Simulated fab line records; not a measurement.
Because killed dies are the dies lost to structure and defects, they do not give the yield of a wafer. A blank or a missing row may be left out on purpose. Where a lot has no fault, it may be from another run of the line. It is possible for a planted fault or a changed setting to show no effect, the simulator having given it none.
fab line records	flow n5Finfet	part 1 of 2: steps 1 to 3 of 6
record lots=24	wafers=72	lastDay=18
route steps=1938 shown FIN_SAQP@115 DUMMY_GATE@237 SPACER0@258 SD_EPI_N@287
lots that met no fault: taken from a fault-free run of the same line
startH: hours from the record's opening day to when the first of the lot's shown wafers began	waitH: hours from the lot's prior step to this one	" as in the row above	L1.1+2: several wafers, shown together as one row	- either no value or no given start	* or withheld: withheld	< > ~ a bound
route shown NAME@n: a module of which the file shows steps, and the number in the route of the first	usual: mean/standard deviation of fault-free wafers	same: alike in all rows	chamber/n: place in a boat	sites: each site's reading	_std_site: standard deviation of those values	_edge_site: outer sites' mean less inner sites'	radiusMm: for every site, how far away it sits from the centre of the wafer	mask NAME#n: copy n	behind: the most recent tool/chamber to have shaped the wafer	hold: why the lot went on hold/how many hours it stayed there/how the hold came to an end	device: which transistor (n, p or np) failed to switch	end of line: the tests these same wafers got at the end of their route	a step with no rows: only its recipe	killed: count of dies lost to structure and defects at first sort (not the wafer's yield)	map: per-die view of a wafer (x killed, . not killed, _ where there is no die)
set.NAME: the setting as run; set.NAME@STEP: as run at that earlier step	model.NAME: the simulator's own value behind a step, which no gauge read
one table for each step of the route and one row for each wafer, over a sample of lots
services: the hour from which a tool's chamber was out of use, counted from the record's first day as startH (under 0 if before that day), plus the number of hours and why
## steps
# step N5_FIN_SAQP_ETCH_51
# recipe chemistry=CF4	target=SiARC	targetDepthA=455	maskMaterial=CAR-ArF	timeS=75.8	ionEnergyEv=80	pressureMtorr=40	sourceW=545	biasW=36	Ar_flow_sccm=100	cf4FlowSccm=100	ends=cleared
# usual drypumpMotorCurrentA=5.7/0.4	etchRfOnTimeS=76.6/1.2	oesProductAu=0.64/0.052	rfVppV=184.2/1.3	showerheadPlenumPTorr=2.14/0.073	throttleValvePct=15.73/0.24
lot.wafer	tool	chamber	startH	waitH	drypumpMotorCurrentA	etchRfOnTimeS	oesProductAu	rfHoursCounterH	rfVppV	showerheadPlenumPTorr	throttleValvePct
L074.3	rieDiel-06	3	21.63	0.0	5.5	77.5	0.59	225	184.0	2.12	16.14
L074.5	"	0	"	"	6.5	77.1	0.69	-	183.9	2.09	15.56
L074.6	"	1	"	"	5.5	75.1	0.61	-	182.3	2.10	15.51
L075.1	rieDiel-06	3	28.89	0.0	5.6	77.3	0.59	228	183.6	2.12	16.15
L075.2	"	1	"	"	5.4	74.9	0.61	220	185.1	2.10	15.52
L075.6	"	2	"	"	5.3	76.4	0.61	-	185.3	2.20	15.68
L076.4	rieDiel-03	2	34.17	0.0	5.7	75.8	0.60	-	183.8	2.04	16.02
L076.5	"	1	"	"	5.7	75.7	0.63	-	185.3	2.22	15.93
L076.6	"	0	"	"	5.4	76.5	0.65	-	183.6	2.07	15.58
L077.2	rieDiel-06	1	39.36	0.0	5.5	75.2	0.60	223	183.1	2.10	15.53
L077.5	"	2	"	"	5.4	76.8	0.60	-	184.2	2.20	15.68
L077.6	"	3	"	"	5.6	78.0	0.58	-	183.2	2.12	16.16
L078.3	rieDiel-01	3	46.38	0.0	5.5	75.5	0.65	150	183.2	2.13	15.48
L078.4	"	0	"	"	5.5	77.1	0.66	131	186.1	2.24	15.58
L078.6	"	1	"	"	5.3	75.8	0.63	-	184.7	2.06	16.07
L079.2	rieDiel-06	0	52.03	0.0	6.5	76.0	0.69	91	182.3	2.09	15.58
L079.3	"	3	"	"	5.5	76.7	0.58	236	183.4	2.12	16.18
L079.4	"	1	"	"	5.4	74.3	0.61	228	183.8	2.10	15.52
L080.2	rieDiel-01	3	58.25	0.0	5.5	75.5	0.64	154	182.7	2.12	15.48
L080.5	"	2	"	"	5.8	76.9	0.62	-	185.3	2.14	15.70
L080.6	"	1	"	"	5.3	74.4	0.63	-	182.9	2.05	16.08
L081.1	rieDiel-03	1	64.15	0.0	5.7	76.0	0.62	208	184.9	2.22	15.99
L081.4	"	0	"	"	5.3	77.4	0.64	-	184.2	2.07	15.62
L081.5	"	1	"	"	5.7	76.1	0.61	-	185.1	2.22	15.99
L082.1	rieDiel-03	1	71.51	0.0	5.7	77.2	0.60	210	185.1	2.22	15.99
L082.3	"	3	"	"	6.6	78.7	0.75	35	185.5	2.25	15.30
L082.4	"	2	"	"	5.7	78.0	0.59	232	182.1	2.04	16.04
L083.3	rieDiel-03	1	76.28	0.0	5.7	77.0	0.61	211	186.0	2.22	15.97
L083.5	"	2	"	"	5.7	77.6	0.59	-	182.9	2.04	16.04
L083.6	"	1	"	"	5.7	76.6	0.61	-	185.0	2.22	15.97
L084.2	rieDiel-01	2	82.75	0.0	5.8	77.1	0.62	170	183.1	2.14	15.70
L084.3	"	0	"	"	5.5	77.6	0.65	142	186.1	2.23	15.60
L084.5	"	0	"	"	5.5	77.0	0.65	-	186.8	2.23	15.61
L085.2	rieDiel-03	1	88.66	0.0	5.7	76.4	0.61	216	184.7	2.21	15.98
L085.3	"	2	"	"	5.7	77.5	0.58	239	183.1	2.04	16.07
L085.4	"	3	"	"	6.6	78.7	0.74	42	185.2	2.25	15.31
L086.1	rieDiel-01	2	95.95	0.0	5.8	75.8	0.62	175	184.5	2.14	15.71
L086.5	"	3	"	"	5.5	75.6	0.63	-	184.7	2.12	15.52
L086.6	"	2	"	"	5.8	76.8	0.61	-	183.4	2.13	15.73
L087.1	rieDiel-01	1	103.17	0.0	5.3	74.9	0.62	191	182.5	2.05	16.10
L087.3	"	3	"	"	5.5	75.7	0.63	169	185.2	2.12	15.51
L087.6	"	2	"	"	5.8	78.0	0.61	-	184.5	2.13	15.73
L088.1	rieDiel-06	1	105.61	0.0	5.5	74.0	0.60	244	184.3	2.09	15.56
L088.5	"	1	"	"	5.5	74.5	0.59	-	184.3	2.09	15.56
L088.6	"	0	"	"	6.5	77.0	0.67	-	180.8	2.08	15.59
L089.2	rieDiel-01	0	112.12	0.0	5.5	76.8	0.64	152	185.9	2.23	15.63
L089.5	"	1	"	"	5.4	73.9	0.63	-	182.2	2.05	16.11
L089.6	"	0	"	"	5.5	76.8	0.64	-	186.1	2.23	15.63
L090.1	rieDiel-06	1	119.41	0.0	5.5	74.7	0.59	249	183.2	2.09	15.56
L090.3	"	2	"	"	5.3	76.6	0.59	233	184.6	2.19	15.73
L090.4	"	0	"	"	6.5	77.2	0.67	-	183.0	2.08	15.61
L091.1	rieDiel-06	1	124.73	0.0	5.5	75.1	0.59	250	183.6	2.09	15.57
L091.2	"	0	"	"	6.5	77.3	0.66	110	183.4	2.08	15.62
L091.3	"	2	"	"	5.4	77.1	0.58	234	185.2	2.19	15.74
L092.1	rieDiel-03	1	131.06	0.0	5.6	76.4	0.60	231	184.7	2.21	16.02
L092.4	"	3	"	"	6.6	77.8	0.73	-	185.4	2.25	15.34
L092.6	"	0	"	"	5.3	77.0	0.63	-	181.3	2.06	15.66
L093.1	rieDiel-03	1	135.79	0.0	5.7	76.0	0.60	233	186.0	2.21	16.03
L093.2	"	3	"	"	6.6	78.4	0.72	58	184.7	2.25	15.35
L093.4	"	0	"	"	5.3	76.8	0.63	-	184.1	2.06	15.65
L094.1	rieDiel-01	2	141.51	0.0	5.8	77.2	0.61	190	183.0	2.13	15.75
L094.5	"	2	"	"	5.8	77.0	0.60	-	184.4	2.13	15.74
L094.6	"	1	"	"	5.3	74.2	0.62	-	182.4	2.05	16.12
L095.3	rieDiel-03	2	148.23	0.0	5.7	75.3	0.83	3	186.4	2.29	15.56
L095.5	"	1	"	"	5.6	75.9	0.60	-	185.1	2.21	16.04
L095.6	"	2	"	"	5.7	76.3	0.83	-	187.2	2.29	15.57
L096.1	rieDiel-03	1	154.09	0.0	5.7	77.4	0.59	240	185.7	2.21	16.01
L096.2	"	0	"	"	5.4	77.3	0.62	172	182.8	2.06	15.68
L096.4	"	2	"	"	5.7	77.5	0.80	4	186.2	2.29	15.57
L097.2	rieDiel-06	3	159.81	0.0	5.5	75.3	0.80	12	184.1	2.11	15.69
L097.3	"	1	"	"	5.5	76.0	0.81	4	183.2	2.09	15.06
L097.5	"	3	"	"	5.6	75.6	0.79	-	182.9	2.11	15.69
# step N5_DUMMY_GATE_ETCH_37
# recipe chemistry=N2/H2	target=SOC	targetDepthA=600	overetchA=300	tempC=40	ionEnergyEv=200	pressureMtorr=30	sourceW=840	biasW=150	n2FlowSccm=200	h2FlowSccm=200
# usual drypumpMotorCurrentA=5.7/0.42	oesProductAu=0.63/0.076	rfVppV=523.7/3	showerheadPlenumPTorr=2.55/0.1	throttleValvePct=17.97/0.2
lot.wafer	tool	chamber	startH	waitH	drypumpMotorCurrentA	oesProductAu	rfHoursCounterH	rfVppV	showerheadPlenumPTorr	throttleValvePct
L074.3	rieDiel-05	2	48.88	0.0	5.5	0.67	52	521.7	2.48	17.81
L074.5	"	0	"	"	5.4	0.57	-	520.3	2.44	18.10
L074.6	"	2	"	"	5.5	0.68	-	521.7	2.48	17.80
L075.1	rieDiel-05	0	54.25	0.0	5.4	0.57	192	520.4	2.44	18.11
L075.2	"	1	"	"	6.3	0.58	163	523.2	2.56	18.19
L075.6	"	3	"	"	5.9	0.73	-	528.1	2.72	17.60
L076.4	rieDiel-04	1	59.50	0.0	5.2	0.58	188	522.8	2.52	17.76
L076.5	"	1	"	"	5.2	0.58	-	522.6	2.52	17.78
L076.6	"	0	"	"	4.8	0.55	-	519.8	2.42	18.00
L077.2	rieDiel-02	3	63.83	0.0	5.7	0.55	248	522.8	2.52	18.38
L077.5	"	0	"	"	5.8	0.59	-	522.9	2.55	18.01
L077.6	"	1	"	"	5.1	0.53	-	524.1	2.50	18.25
L078.3	rieDiel-05	2	70.38	0.0	5.5	0.67	57	520.8	2.48	17.82
L078.4	"	0	"	"	5.4	0.56	195	520.1	2.44	18.11
L078.6	"	2	"	"	5.5	0.67	-	521.9	2.48	17.82
L079.2	rieDiel-02	1	75.93	0.0	5.0	0.53	239	523.8	2.50	18.26
L079.3	"	3	"	"	5.8	0.54	249	523.3	2.52	18.39
L079.4	"	2	"	"	5.8	0.74	7	529.6	2.72	17.77
L080.2	rieDiel-02	1	82.36	0.0	5.1	0.53	241	522.2	2.50	18.26
L080.5	"	2	"	"	5.8	0.74	-	529.0	2.72	17.77
L080.6	"	0	"	"	5.8	0.58	-	524.4	2.55	18.01
L081.1	rieDiel-05	3	88.36	0.0	5.9	0.72	18	529.2	2.71	17.62
L081.4	"	2	"	"	5.5	0.66	62	521.5	2.48	17.84
L081.5	"	3	"	"	5.9	0.72	-	527.9	2.71	17.62
L082.1	rieDiel-05	1	98.32	0.0	6.3	0.57	172	523.6	2.55	18.21
L082.3	"	3	"	"	5.9	0.72	21	529.2	2.71	17.63
L082.4	"	0	"	"	5.4	0.56	202	520.5	2.44	18.12
L083.3	rieDiel-02	0	102.41	0.0	5.8	0.58	169	522.3	2.54	18.02
L083.5	"	0	"	"	5.8	0.58	-	524.0	2.54	18.04
L083.6	"	1	"	"	5.1	0.53	-	522.3	2.50	18.29
L084.2	rieDiel-05	2	110.14	0.0	5.5	0.65	67	522.4	2.47	17.83
L084.3	"	0	"	"	5.4	0.56	205	520.1	2.43	18.14
L084.5	"	0	"	"	5.3	0.56	-	519.4	2.43	18.13
L085.2	rieDiel-05	2	115.64	0.0	5.5	0.66	69	522.3	2.47	17.84
L085.3	"	1	"	"	6.3	0.56	178	523.7	2.55	18.22
L085.4	"	0	"	"	5.4	0.56	206	520.4	2.43	18.13
L086.1	rieDiel-04	2	125.41	0.0	6.2	0.71	21	527.5	2.71	17.99
L086.5	"	1	"	"	5.1	0.57	-	522.6	2.51	17.81
L086.6	"	0	"	"	4.8	0.54	-	517.8	2.41	18.03
L087.1	rieDiel-05	2	126.43	0.0	5.5	0.65	73	522.3	2.47	17.84
L087.3	"	1	"	"	6.3	0.57	182	523.0	2.55	18.22
L087.6	"	3	"	"	5.9	0.70	-	528.6	2.71	17.62
L088.1	rieDiel-02	0	133.46	0.0	5.7	0.58	172	524.3	2.54	18.05
L088.5	"	2	"	"	5.9	0.71	-	528.3	2.71	17.78
L088.6	"	3	"	"	5.8	0.76	-	522.9	2.52	17.95
L089.2	rieDiel-04	2	136.27	0.0	6.1	0.70	24	528.0	2.70	18.00
L089.5	"	3	"	"	6.2	0.64	-	521.7	2.48	18.23
L089.6	"	0	"	"	4.8	0.54	-	518.7	2.41	18.05
L090.1	rieDiel-02	0	144.47	0.0	5.7	0.58	177	522.7	2.54	18.05
L090.3	"	2	"	"	5.8	0.71	24	527.8	2.71	17.79
L090.4	"	3	"	"	5.7	0.75	-	521.9	2.51	17.95
L091.1	rieDiel-04	1	148.53	0.0	5.2	0.57	213	521.8	2.51	17.83
L091.2	"	2	"	"	6.2	0.69	28	527.9	2.70	17.98
L091.3	"	3	"	"	6.2	0.62	109	522.5	2.48	18.22
L092.1	rieDiel-02	2	154.73	0.0	5.8	0.71	25	528.2	2.71	17.81
L092.4	"	3	"	"	5.7	0.74	14	523.0	2.51	17.96
L092.6	"	0	"	"	5.7	0.58	-	523.0	2.54	18.05
L093.1	rieDiel-02	3	161.97	0.0	5.7	0.73	16	522.1	2.51	17.98
L093.2	"	0	"	"	5.8	0.57	183	523.0	2.54	18.05
L093.4	"	2	"	"	5.9	0.70	27	527.6	2.71	17.80
L094.1	rieDiel-02	0	169.10	0.0	5.7	0.58	184	523.4	2.54	18.04
L094.5	"	0	"	"	5.7	0.57	-	525.3	2.54	18.06
L094.6	"	3	"	"	5.8	0.74	-	522.8	2.51	17.96
L095.3	rieDiel-04	2	172.20	0.0	6.2	0.68	35	528.8	2.70	18.01
L095.5	"	0	"	"	4.8	0.75	-	529.0	2.72	17.58
L095.6	"	3	"	"	6.2	0.62	-	521.7	2.47	18.24
L096.1	rieDiel-05	2	178.36	0.0	5.5	0.64	89	519.9	2.46	17.88
L096.2	"	0	"	"	5.4	0.55	225	519.7	2.43	18.18
L096.4	"	1	"	"	6.3	0.56	197	522.0	2.54	18.25
L097.2	rieDiel-04	1	188.05	0.0	5.1	0.55	226	523.6	2.50	17.85
L097.3	"	0	"	"	4.8	0.73	7	528.7	2.72	17.59
L097.5	"	2	"	"	6.1	0.67	-	527.2	2.70	18.01
# step N5_DUMMY_GATE_ETCH_31
# recipe chemistry=C4F6/O2	target=SiO2	maskMaterial=SOC	targetDepthA=825	timeS=27.5	ionEnergyEv=250	pressureMtorr=30	sourceW=345	biasW=185	Ar_flow_sccm=300	C4F6_flow_sccm=10	O2_flow_sccm=10
# usual drypumpMotorCurrentA=5.6/0.41	oesProductAu=0.81/0.11	rfVppV=671/8.8	showerheadPlenumPTorr=2.84/0.1	throttleValvePct=21.26/0.19
lot.wafer	tool	chamber	startH	waitH	drypumpMotorCurrentA	oesProductAu	rfHoursCounterH	rfVppV	showerheadPlenumPTorr	throttleValvePct
L074.3	rieDiel-05	0	49.16	0.0	5.4	0.71	189	686	2.70	21.13
L074.5	"	3	"	"	5.9	0.93	-	668	3.03	20.95
L074.6	"	2	"	"	5.5	0.86	-	657	2.78	21.22
L075.1	rieDiel-04	3	54.73	0.2	6.2	0.84	82	660	2.78	21.49
L075.2	"	0	"	"	4.8	0.69	224	661	2.70	21.33
L075.6	"	0	"	"	4.8	0.70	-	662	2.70	21.31
L076.4	rieDiel-04	1	59.78	0.0	5.2	0.73	188	662	2.83	21.25
L076.5	"	3	"	"	6.2	0.83	-	659	2.78	21.48
L076.6	"	2	"	"	6.2	0.96	-	687	3.03	21.38
L077.2	rieDiel-02	3	64.26	0.2	5.7	0.69	248	668	2.80	21.51
L077.5	"	2	"	"	5.8	0.96	-	680	3.00	20.91
L077.6	"	3	"	"	5.7	0.68	-	669	2.80	21.50
L078.3	rieDiel-02	3	70.66	0.0	5.7	0.70	249	668	2.80	21.51
L078.4	"	1	"	"	5.1	0.67	238	673	2.82	21.67
L078.6	"	0	"	"	5.7	0.74	-	674	2.85	21.38
L079.2	rieDiel-02	0	76.53	0.2	5.7	0.74	160	676	2.85	21.36
L079.3	"	3	"	"	5.7	0.69	250	667	2.80	21.51
L079.4	"	2	"	"	5.9	0.95	7	678	3.00	20.91
L080.2	rieDiel-02	0	82.63	0.0	5.7	0.74	162	674	2.85	21.36
L080.5	"	0	"	"	5.8	0.73	-	675	2.85	21.38
L080.6	"	2	"	"	5.9	0.94	-	678	3.00	20.91
L081.1	rieDiel-04	2	88.68	0.0	6.2	0.93	9	688	3.03	21.38
L081.4	"	0	"	"	4.8	0.69	234	663	2.70	21.33
L081.5	"	2	"	"	6.2	0.93	-	687	3.03	21.40
L082.1	rieDiel-05	1	98.62	0.0	6.3	0.70	173	667	2.83	21.33
L082.3	"	3	"	"	5.9	0.90	21	668	3.02	20.96
L082.4	"	2	"	"	5.5	0.84	64	657	2.78	21.24
L083.3	rieDiel-05	2	102.68	0.0	5.5	0.85	65	657	2.78	21.26
L083.5	"	2	"	"	5.5	0.85	-	657	2.78	21.25
L083.6	"	1	"	"	6.3	0.71	-	667	2.83	21.33
L084.2	rieDiel-04	0	110.42	0.0	4.8	0.67	239	661	2.69	21.32
L084.3	"	3	"	"	6.2	0.82	99	659	2.78	21.51
L084.5	"	0	"	"	4.8	0.68	-	662	2.69	21.34
L085.2	rieDiel-05	1	116.16	0.0	6.3	0.70	178	666	2.82	21.34
L085.3	"	2	"	"	5.5	0.84	69	655	2.77	21.25
L085.4	"	3	"	"	5.9	0.91	25	671	3.02	20.97
L086.1	rieDiel-02	2	125.69	0.0	5.8	0.91	17	680	2.99	20.92
L086.5	"	0	"	"	5.8	0.73	-	675	2.84	21.37
L086.6	"	3	"	"	5.8	0.99	-	667	2.80	21.15
L087.1	rieDiel-02	3	126.79	0.1	5.7	0.99	5	670	2.80	21.15
L087.3	"	2	"	"	5.8	0.91	18	679	2.99	20.94
L087.6	"	2	"	"	5.9	0.90	-	680	2.99	20.93
L088.1	rieDiel-04	3	133.74	0.0	6.2	0.80	107	660	2.77	21.52
L088.5	"	0	"	"	4.8	0.67	-	663	2.69	21.35
L088.6	"	1	"	"	5.1	0.71	-	662	2.83	21.28
L089.2	rieDiel-05	0	136.55	0.0	5.4	0.72	213	684	2.69	21.17
L089.5	"	2	"	"	5.6	0.84	-	657	2.77	21.27
L089.6	"	1	"	"	6.3	0.70	-	666	2.82	21.32
L090.1	rieDiel-05	3	144.75	0.0	5.9	0.88	34	668	3.01	20.99
L090.3	"	0	"	"	5.3	0.72	216	686	2.69	21.17
L090.4	"	1	"	"	6.3	0.70	187	666	2.82	21.36
L091.1	rieDiel-02	1	148.81	0.0	5.1	1.00	0	673	2.82	21.33
L091.2	"	0	"	"	5.7	0.73	178	676	2.84	21.40
L091.3	"	3	"	"	5.8	0.96	12	669	2.79	21.18
L092.1	rieDiel-02	3	155.01	0.0	5.7	0.95	14	670	2.79	21.17
L092.4	"	1	"	"	5.1	0.97	2	673	2.82	21.35
L092.6	"	2	"	"	5.9	0.89	-	679	2.99	20.93
L093.1	rieDiel-02	0	162.49	0.2	5.7	0.73	183	675	2.84	21.41
L093.2	"	3	"	"	5.7	0.95	16	669	2.79	21.17
L093.4	"	1	"	"	5.1	0.97	5	673	2.82	21.34
L094.1	rieDiel-05	1	169.56	0.1	6.3	0.70	193	667	2.82	21.37
L094.5	"	3	"	"	5.9	0.88	-	670	3.01	21.02
L094.6	"	0	"	"	5.4	0.70	-	686	2.69	21.19
L095.3	rieDiel-02	2	172.48	0.0	5.8	0.89	30	679	2.99	20.95
L095.5	"	3	"	"	5.8	0.94	-	668	2.79	21.19
L095.6	"	2	"	"	5.9	0.89	-	679	2.99	20.95
L096.1	rieDiel-05	3	178.64	0.0	5.9	0.86	44	666	3.01	21.01
L096.2	"	0	"	"	5.4	0.70	225	686	2.68	21.19
L096.4	"	1	"	"	6.3	0.68	197	666	2.82	21.37
L097.2	rieDiel-02	2	188.33	0.0	5.8	0.88	33	680	2.99	20.97
L097.3	"	0	"	"	5.7	0.72	190	675	2.83	21.41
L097.5	"	3	"	"	5.7	0.93	-	669	2.79	21.17
